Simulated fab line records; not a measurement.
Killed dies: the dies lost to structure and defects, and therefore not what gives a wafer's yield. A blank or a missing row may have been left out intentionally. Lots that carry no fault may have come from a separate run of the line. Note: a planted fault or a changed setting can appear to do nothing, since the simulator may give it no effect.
A lot that was struck, set against a sound lot -- flow nandHarc -- 14 steps out of a route of 1302
Sound: the wafers L766.3, L766.4, L766.5. Struck: wafer L770.1. (L770.3, L770.4 of the same lot were not struck and are left out.) The cause comes at the end.
Order at every step that has rows: each side's tool, ch and its chambers, its first start. Under that, the readings that differ: sound wafers -- struck wafers -- difference of the means -- sigmas: that difference in standard deviations of wafers without a fault.
alike: readings whose means differ by less than 2 such deviations, and words and numbers that are the same on both sides. not compared: withheld readings, readings that some wafer has no value for, bounds like >300 that may hide the same value, and numbers for which the record gives no deviation and whose values overlap.
The two part at a step that has a row with sigmas, a row that says differs or no value, or rows on one side only. When numbers do not overlap yet have no deviation, they are printed without sigmas and do not part them. A reading missing from all wafers of one side parts the sides only when that side holds two or more wafers.

NHARC_P_STI_ETCH_42: etches the open film in N2/H2, target depth 80 nm, overetch 24 nm, time 61 s.
  sound on rieDiel-07 ch 0,1,2, day 7 21:32; struck on rieDiel-01 ch 0, day 9 10:41
reading,sound,struck,difference,sigmas
drypumpMotorCurrentA (A),6.3 5.6 5.6,5.2,-0.6,-2
  alike: biasW, oesProductAu, rfVppV, showerheadPlenumPTorr, throttleValvePct
  not compared: rfHoursCounterH
NHARC_P_STI_ETCH_31: etches the open film in CF4/CHF3, target depth 108.9 nm, time 54.5 s.
  sound: rieDiel-07 ch 1,3; struck: rieDiel-01 ch 1
reading,sound,struck,difference,sigmas
rfVppV (V),372.2 367.1 369.4,376.0,+6.4,+2
  alike: biasW, cf4FlowSccm, drypumpMotorCurrentA, oesProductAu, showerheadPlenumPTorr, throttleValvePct
  not compared: rfHoursCounterH
NHARC_P_STI_ETCH_15: etches the open film in HBr/Cl2, target depth 300 nm, time 100.1 s.
  sound on rieSi-06 ch 0,1, day 7 21:43; struck on rieSi-06 ch 2, day 9 10:53
  alike: biasW, drypumpMotorCurrentA, oesProductAu, throttleValvePct
  not compared: rfHoursCounterH
NHARC_P_STI_CD_MEAS_16:
  sound on cdSem-01, day 7 21:53; struck on cdSem-02, day 9 11:02
  alike: cdNm
NHARC_P_STI_OCD_MEAS_17:
  sound on ocd-02, day 7 21:58; struck on ocd-02, day 9 11:08
  alike: trenchDepthNm, trenchFootCdNm
then, 3 steps without rows for these wafers: NHARC_P_STI_STRIP_19 (strips in SPM, time 900 s); NHARC_P_STI_PRECLEAN_32 (cleans in SC1); NHARC_P_STI_SRD_23.
NHARC_P_STI_OCD_MEAS_43:
  sound on ocd-01, day 7 22:29; struck on ocd-01, day 9 11:38
  alike: trenchDepthNm, trenchFootCdNm
then, 3 steps without rows for these wafers: NHARC_P_STI_OXIDE_33 (material SiO2, target thk 10 nm, ox time 281 s); NHARC_P_STI_HDPCVD_20 (deposits SiO2); NHARC_P_STI_ANNEAL_34 (time 1800 s).
NHARC_P_STI_CMP_21: polishes, t overpolish 20 s, target thk 380.67 nm.
  sound on cmp-03 ch 0,1, day 8 15:34; struck on cmp-03 ch 1, day 10 05:12
reading,sound,struck,difference,sigmas
overpolishRunS (s),20.010 19.999 20.003,74.740,+54.736,+99 or more
tOverpolishS (s),20 20 20,74.743,+54.743,
  alike: motorCurrentA
-- record jumps: 21 days between struck wafers' starts before vs after; left off in module P_STI, resumes in module END, first step shown is number 1302 of the route --
NHARC_END_SORT_01:
  sound on prober-01 ch 0, day 28 20:04; struck on prober-01 ch 0, day 31 06:36
  alike: killedAtArray, killedAtOther, killedAtPeriphery, killedDies, killedOpen, killedShort

WHERE THEY PART
First at NHARC_P_STI_ETCH_42; last, within this record, at NHARC_P_STI_CMP_21. Later steps at which nothing parts them and some readings are alike: NHARC_END_SORT_01.

WHY: what had been put in by the simulator
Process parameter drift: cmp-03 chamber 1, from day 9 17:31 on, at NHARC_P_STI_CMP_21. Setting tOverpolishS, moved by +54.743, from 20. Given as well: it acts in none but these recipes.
